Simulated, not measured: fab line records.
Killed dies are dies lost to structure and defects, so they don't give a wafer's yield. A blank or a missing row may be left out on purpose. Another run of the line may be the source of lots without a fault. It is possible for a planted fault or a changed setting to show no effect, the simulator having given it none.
fab line records ; flow nand-harc
[record] lots = 7; wafers = 21; last-day = 24
route steps=1159 shown P_GATE@117
lots that met no fault: from a run of the same line without faults
start-h: hours from the record's opening day to when the first of the lot's shown wafers began ; wait-h: hours from the lot's prior step to this one ; " same as the row above ; L1.1+2: a row that stands for several wafers ; - no value, or no start was given ; * or withheld: withheld ; < > ~ a bound
route shown NAME@n: a module of which the file shows steps, and the number in the route of the first ; usual: average and standard deviation across the fault-free wafers ; same: alike in all rows ; chamber/n: place in a boat ; sites: per-site readings ; _std_site: their standard deviation ; _edge_site: mean of outer sites minus mean of inner sites ; radius-mm: how far each site lies from the wafer's centre ; mask NAME#n: copy n ; behind: the tool/chamber that last shaped the wafer ; hold: cause of the lot's hold/its duration in hours/its outcome ; device: the n, p or np transistor that did not switch ; end of line: the route-end tests of the same wafers ; a step without rows: its recipe alone ; killed: dies that structure and defects cost at the first sort, which is not the same as the wafer's yield ; map: per-die view of a wafer (x killed, . not killed, _ where there is no die)
set.NAME: the setting the step ran with; set.NAME@STEP: the setting that earlier step ran with ; model.NAME: the simulator's own value behind a step, which no gauge read
certain route steps with their lots: each step a table, each wafer a row
services: the hour from which a tool's chamber was out of use, counted from the record's first day as start-h (under 0 if before that day), plus the number of hours and why
[[steps]]
[step NHARC_P_GATE_SOFTBAKE_06]
[recipe] temp-c = 122; time-s = 95
[step NHARC_P_GATE_EBR_07]
[step NHARC_P_GATE_EXPOSE_08]
[recipe] na = 0.6; dose-mj = 16.75; mask-id = P_HV
[step NHARC_P_GATE_PEB_09]
[recipe] peb-temp-c = 118; peb-time-s = 85
[step NHARC_P_GATE_DEVELOP_10]
[recipe] time-s = 70
[step NHARC_P_GATE_CD_MEAS_11]
[recipe] target-cd-nm = 1640; landing-energy-ev = 500
[usual] cd-nm = 1639.7/2.2
lot.wafer;tool;chamber;start-h;wait-h;cd-nm
L183.2;cd-sem-03;0;91.55;-;1638.9
L183.3;cd-sem-03;0;91.55;-;1642.2
L183.5;cd-sem-03;0;91.55;-;1640.7
L190.1;cd-sem-01;0;130.16;-;1636.9
L190.3;cd-sem-01;0;130.16;-;1637.5
L190.5;cd-sem-01;0;130.16;-;1635.6
L192.3;cd-sem-02;0;150.79;-;1636.7
L192.4;cd-sem-02;0;150.79;-;1635.1
L192.6;cd-sem-02;0;150.79;-;1638.9
L191.4;cd-sem-01;0;150.83;-;1642.6
L191.5;cd-sem-01;0;150.83;-;1643.7
L191.6;cd-sem-01;0;150.83;-;1640.3
L193.2;cd-sem-03;0;151.15;-;1638.0
L193.3;cd-sem-03;0;151.15;-;1638.4
L193.5;cd-sem-03;0;151.15;-;1640.0
L200.3;cd-sem-02;0;196.02;-;1640.5
L200.4;cd-sem-02;0;196.02;-;1641.7
L200.6;cd-sem-02;0;196.02;-;1643.0
L202.3;cd-sem-01;0;210.30;-;1640.4
L202.4;cd-sem-01;0;210.30;-;1639.3
L202.5;cd-sem-01;0;210.30;-;1642.1
[step NHARC_P_GATE_HARDBAKE_12]
[recipe] temp-c = 125; time-s = 80
[step NHARC_P_GATE_DESCUM_13]
[recipe] time-s = 3; o2-flow-sccm = 200; ar-flow-sccm = 0; bias-power-w = 0; chemistry = O2
[usual] drypump-motor-current-A = 5.6/0.56; oes-product-au = 1.008/0.013; rf-vpp-V = 57.8/0.86; showerhead-plenum-p-Torr = 1.92/0.067; throttle-valve-pct = 11.311/0.0092
lot.wafer;tool;chamber;start-h;wait-h;drypump-motor-current-A;oes-product-au;rf-hours-counter-h;rf-vpp-V;showerhead-plenum-p-Torr;throttle-valve-pct
L183.2;rie-diel-04;0;91.71;-;6.0;0.990;23;58.8;1.90;11.306
L183.3;rie-diel-04;3;91.71;-;5.4;0.996;24;57.8;2.03;11.317
L183.5;rie-diel-04;1;91.71;-;5.1;0.979;-;57.1;1.92;11.296
L190.3;rie-diel-05;0;130.43;-;6.3;1.006;50;57.7;1.90;11.314
L190.1;rie-diel-05;1;130.43;-;5.3;0.999;51;56.1;1.77;11.313
L190.5;rie-diel-05;0;130.43;-;6.3;1.017;-;57.3;1.90;11.321
L192.3;rie-diel-07;3;151.12;-;5.1;1.013;30;56.9;1.95;11.306
L192.4;rie-diel-07;0;151.12;-;5.1;1.000;34;57.7;1.77;11.301
L192.6;rie-diel-07;0;151.12;-;5.1;1.004;-;57.4;1.77;11.317
L191.4;rie-diel-07;0;151.22;-;5.1;1.004;34;56.2;1.77;11.306
L191.5;rie-diel-07;2;151.22;-;6.6;1.027;-;57.5;1.90;11.299
L191.6;rie-diel-07;3;151.22;-;5.1;1.018;-;57.7;1.95;11.316
L193.3;rie-diel-04;1;151.43;-;5.0;0.998;9;57.7;1.91;11.316
L193.2;rie-diel-04;0;151.43;-;6.0;1.021;8;57.0;1.90;11.304
L193.5;rie-diel-04;1;151.43;-;5.0;0.993;-;56.9;1.91;11.304
L200.4;rie-diel-04;1;196.20;-;5.0;0.990;18;57.3;1.91;11.315
L200.3;rie-diel-04;2;196.20;-;5.8;1.004;17;57.1;1.98;11.290
L200.6;rie-diel-04;0;196.20;-;5.9;1.016;-;58.3;1.90;11.319
L202.3;rie-diel-07;2;210.50;-;6.6;1.014;51;57.4;1.89;11.311
L202.4;rie-diel-07;3;210.50;-;5.1;1.027;52;58.6;1.94;11.322
L202.5;rie-diel-07;1;210.50;-;4.9;1.009;-;57.4;1.96;11.299
[step NHARC_P_GATE_ETCH_14]
[recipe] target-depth-a = 488; chemistry = dHF; material = SiO2
[step NHARC_P_GATE_STRIP_15]
[recipe] time-s = 780; temp-c = 130; chemistry = SPM
[step NHARC_P_GATE_PRECLEAN_71]
[recipe] time-s = *; temp-c = 50; bath-age-min = 0; chemistry = SC1
[step NHARC_P_GATE_SRD_72]
[step NHARC_P_GATE_OXIDE_16]
[recipe] target-thk-a = 30; temp-c = 875; ox-time-s = 392; material = SiO2
lot.wafer;tool;chamber;start-h;wait-h
L183.2+3+5;furnace-06;0;94.83;-
L190.1+3+5;furnace-06;0;133.71;-
L191.4+5+6;furnace-06;0;154.41;-
L192.3+4+6;furnace-06;0;154.41;-
L193.2+3+5;furnace-06;0;154.41;-
L200.3+4+6;furnace-03;0;200.19;-
L202.3+4+5;furnace-04;0;216.25;-
[step NHARC_P_GATE_CVD_17]
[recipe] target-thk-a = 1500; temp-c = 620; time-s = 900; material = poly-Si
[step NHARC_P_GATE_HM_DEP_102]
[recipe] target-thk-a = 1200; temp-c = 400; material = aC
[usual] throttle-valve-pct = 35.001/0.0099
lot.wafer;tool;chamber;start-h;wait-h;throttle-valve-pct
L183.2;acl-dep-03;0;103.77;0.5;34.996
L183.3;acl-dep-03;0;103.77;0.5;35.027
L183.5;acl-dep-03;0;103.77;0.5;35.010
L190.1;acl-dep-01;0;142.73;0.4;34.983
L190.3;acl-dep-01;0;142.73;0.4;35.005
L190.5;acl-dep-01;0;142.73;0.4;35.011
L191.4;acl-dep-01;0;163.55;0.7;34.995
L191.5;acl-dep-01;0;163.55;0.7;35.001
L191.6;acl-dep-01;0;163.55;0.7;35.021
L193.2;acl-dep-02;0;163.96;1.1;35.010
L193.3;acl-dep-02;0;163.96;1.1;34.998
L193.5;acl-dep-02;0;163.96;1.1;35.015
L192.3;acl-dep-01;0;164.09;1.3;34.992
L192.4;acl-dep-01;0;164.09;1.3;35.005
L192.6;acl-dep-01;0;164.09;1.3;35.017
L200.3;acl-dep-03;0;210.45;2.0;34.999
L200.4;acl-dep-03;0;210.45;2.0;35.000
L200.6;acl-dep-03;0;210.45;2.0;34.992
L202.3;acl-dep-02;0;226.07;1.6;35.017
L202.4;acl-dep-02;0;226.07;1.6;35.001
L202.5;acl-dep-02;0;226.07;1.6;35.010
[step NHARC_P_GATE_DEP_103]
[recipe] target-thk-a = 300; target-thk-nm = 30; temp-c = 400; flow-sccm = 200; rf-w = 350; material = SiON
[usual] heater-power-w = 779/120
lot.wafer;tool;chamber;start-h;wait-h;heater-power-w;since-wet-clean-h
L183.2;pecvd-02;0;104.36;0.5;563;119
L183.3;pecvd-02;1;104.36;0.5;910;119
L183.5;pecvd-02;2;104.36;0.5;820;-
L190.1;pecvd-02;1;143.39;0.6;986;158
L190.3;pecvd-02;0;143.39;0.6;546;158
L190.5;pecvd-02;0;143.39;0.6;561;-
L191.6;pecvd-03;0;164.23;0.3;728;-
L191.5;pecvd-03;1;164.23;0.3;768;-
L191.4;pecvd-03;2;164.23;0.3;732;-
L193.3;pecvd-04;1;164.52;0.3;812;137
L193.2;pecvd-04;0;164.52;0.3;999;137
L193.5;pecvd-04;0;164.52;0.3;991;-
L192.3;pecvd-03;1;164.59;0.4;729;41
L192.6;pecvd-03;1;164.59;0.4;737;-
L192.4;pecvd-03;2;164.59;0.4;775;-
L200.3;pecvd-04;0;210.89;0.3;1062;3
L200.4;pecvd-04;1;210.89;0.3;867;-
L200.6;pecvd-04;2;210.89;0.3;672;-
L202.3;pecvd-04;2;226.54;0.4;727;18
L202.4;pecvd-04;0;226.54;0.4;1016;-
L202.5;pecvd-04;1;226.54;0.4;858;-
[step NHARC_P_GATE_DEHYDRATE_18]
[recipe] temp-c = 150; time-s = 120
[step NHARC_P_GATE_HMDS_19]
[recipe] time-s = 30
[step NHARC_P_GATE_COAT_20]
[recipe] spin-rpm = 1500; resist-thk-nm = 90
[step NHARC_P_GATE_SOFTBAKE_21]
[recipe] temp-c = 105; time-s = 55
[step NHARC_P_GATE_EBR_22]
[step NHARC_P_GATE_EXPOSE_23]
[recipe] na = 1.35; target-cd-nm = 120; dose-mj = 93.91; mask-id = P_GATE
[step NHARC_P_GATE_PEB_24]
[recipe] peb-temp-c = 100; peb-time-s = 65
[step NHARC_P_GATE_DEVELOP_25]
[recipe] develop-time-s = 35; dev-temp-c = 23
[step NHARC_P_GATE_CD_MEAS_26]
[recipe] target-cd-nm = 120; landing-energy-ev = 500
[usual] cd-nm = 119.9/1.2
lot.wafer;tool;chamber;start-h;wait-h;cd-nm
L183.2;cd-sem-02;0;105.16;-;118.2
L183.3;cd-sem-02;0;105.16;-;119.8
L183.5;cd-sem-02;0;105.16;-;118.9
L190.1;cd-sem-02;0;144.07;-;120.8
L190.3;cd-sem-02;0;144.07;-;121.1
L190.5;cd-sem-02;0;144.07;-;121.6
L191.4;cd-sem-02;0;164.85;-;119.3
L191.5;cd-sem-02;0;164.85;-;117.4
L191.6;cd-sem-02;0;164.85;-;119.0
L193.2;cd-sem-01;0;165.20;-;121.3
L193.3;cd-sem-01;0;165.20;-;121.0
L193.5;cd-sem-01;0;165.20;-;121.4
L192.3;cd-sem-03;0;165.35;-;119.8
L192.4;cd-sem-03;0;165.35;-;121.1
L192.6;cd-sem-03;0;165.35;-;121.0
L200.3;cd-sem-01;0;211.59;-;120.0
L200.4;cd-sem-01;0;211.59;-;120.2
L200.6;cd-sem-01;0;211.59;-;120.9
L202.3;cd-sem-01;0;227.10;-;119.9
L202.4;cd-sem-01;0;227.10;-;119.5
L202.5;cd-sem-01;0;227.10;-;118.7
[step NHARC_P_GATE_OVL_MEAS_27]
[usual] overlay-x-nm = -0.2/1; overlay-y-nm = 0.0/0.7
lot.wafer;tool;chamber;start-h;wait-h;overlay-x-nm;overlay-y-nm
L183.2;overlay-02;-;105.25;-;-1.1;-0.4
L183.3;overlay-02;-;105.25;-;-1.3;-0.5
L183.5;overlay-02;-;105.25;-;-1.1;-0.7
L190.1;overlay-01;-;144.16;-;-2.4;-1.1
L190.3;overlay-01;-;144.16;-;-1.8;-0.6
L190.5;overlay-01;-;144.16;-;-2.1;-0.9
L191.4;overlay-01;-;164.94;-;1.1;-0.1
L191.5;overlay-01;-;164.94;-;1.4;-0.4
L191.6;overlay-01;-;164.94;-;1.0;-0.7
L193.2;overlay-01;-;165.28;-;1.6;-0.2
L193.3;overlay-01;-;165.28;-;1.2;-0.6
L193.5;overlay-01;-;165.28;-;1.8;-0.3
L192.3;overlay-02;-;165.44;-;0.3;0.8
L192.4;overlay-02;-;165.44;-;0.2;0.6
L192.6;overlay-02;-;165.44;-;0.1;0.4
L200.3;overlay-01;-;211.69;-;-0.1;0.9
L200.4;overlay-01;-;211.69;-;0.1;0.6
L200.6;overlay-01;-;211.69;-;-0.1;0.9
L202.3;overlay-01;-;227.18;-;0.0;-1.9
L202.4;overlay-01;-;227.18;-;-0.4;-1.5
L202.5;overlay-01;-;227.18;-;0.1;-1.8
[step NHARC_P_GATE_INSPECT_28]
[usual] raw-defect-count = 6.0/2.7
lot.wafer;tool;chamber;start-h;wait-h;hold;raw-defect-count
L183.2;defect-inspect-02;-;105.29;0.0;-;4
L183.3;defect-inspect-02;-;105.29;0.0;-;8
L183.5;defect-inspect-02;-;105.29;0.0;-;5
L190.1;defect-inspect-01;-;144.19;0.0;-;7
L190.3;defect-inspect-01;-;144.19;0.0;-;12
L190.5;defect-inspect-01;-;144.19;0.0;-;8
L191.4;defect-inspect-01;-;164.97;0.0;await-dispo/0.2h/release;1279
L191.5;defect-inspect-01;-;164.97;0.0;await-dispo/0.2h/release;1191
L191.6;defect-inspect-01;-;164.97;0.0;await-dispo/0.2h/release;1271
L191.4;defect-inspect-01;-;165.15;0.2;-;1282
L191.5;defect-inspect-01;-;165.15;0.2;-;1196
L191.6;defect-inspect-01;-;165.15;0.2;-;1270
L193.2;defect-inspect-02;-;165.32;0.0;await-dispo/0.2h/release;1298
L193.3;defect-inspect-02;-;165.32;0.0;await-dispo/0.2h/release;1259
L193.5;defect-inspect-02;-;165.32;0.0;await-dispo/0.2h/release;1275
L193.2;defect-inspect-02;-;165.49;0.2;-;1306
L193.3;defect-inspect-02;-;165.49;0.2;-;1259
L193.5;defect-inspect-02;-;165.49;0.2;-;1267
L192.3;defect-inspect-02;-;165.47;0.0;await-dispo/0.2h/release;1203
L192.4;defect-inspect-02;-;165.47;0.0;await-dispo/0.2h/release;1267
L192.6;defect-inspect-02;-;165.47;0.0;await-dispo/0.2h/release;1283
L192.3;defect-inspect-02;-;165.65;0.2;-;1208
L192.4;defect-inspect-02;-;165.65;0.2;-;1262
L192.6;defect-inspect-02;-;165.65;0.2;-;1291
L200.3;defect-inspect-02;-;211.72;0.0;-;8
L200.4;defect-inspect-02;-;211.72;0.0;-;8
L200.6;defect-inspect-02;-;211.72;0.0;-;10
L202.3;defect-inspect-01;-;227.22;0.0;-;2
L202.4;defect-inspect-01;-;227.22;0.0;-;7
L202.5;defect-inspect-01;-;227.22;0.0;-;4
[[services]]
tool;chamber;start-h;hours;kind
rie-diel-07;0;86.14;-;clean
rie-diel-07;1;86.14;-;clean
rie-diel-07;2;86.14;-;clean
furnace-04;-;89.09;17.4;repair
rie-diel-07;2;107.05;2.9;repair
pecvd-03;-;111.00;13.0;pm
pecvd-02;-;111.21;0.7;repair
rie-diel-04;-;111.91;9.0;pm
acl-dep-01;-;112.48;13.0;pm
rie-diel-07;-;124.81;0.4;repair
rie-diel-07;-;134.69;0.1;repair
acl-dep-02;-;147.30;12.4;repair
pecvd-02;-;153.67;13.0;pm
rie-diel-05;-;163.62;9.0;pm
acl-dep-02;-;168.29;13.0;pm
pecvd-02;-;168.86;2.6;repair
rie-diel-05;0;172.99;1.4;repair
rie-diel-04;2;178.98;4.3;repair
pecvd-04;0;186.26;3.5;repair
rie-diel-05;0;189.75;3.0;repair
pecvd-04;-;195.37;13.0;pm
furnace-06;-;199.39;26.0;pm
rie-diel-05;3;204.70;9.8;repair
acl-dep-03;-;224.62;13.0;pm
[[key]]
[first-sign] step = NHARC_P_GATE_INSPECT_28; reading = visit; direction = added
[effect] step = NHARC_P_GATE_INSPECT_28; reading = raw-defect-count; direction = up; sigmas = 99+; usual = 6.0; struck = 1258.4
met-at NHARC_P_GATE_OXIDE_16
struck-wafers L191.4,L191.5,L191.6,L192.3,L192.4,L192.6,L193.2,L193.3,L193.5
scrapped-behind NHARC_P_GATE_INSPECT_28 L191.4,L191.5,L191.6,L192.3,L192.4,L192.6,L193.2,L193.3,L193.5
onset-between 133.71 154.41
[fault] kind = chamber-particle-source; tool = furnace-06; chamber = -; onset-h = 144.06; steps = NHARC_P_GATE_OXIDE_16; rate-per-visit-cm2 = 1.9591; end-h = 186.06
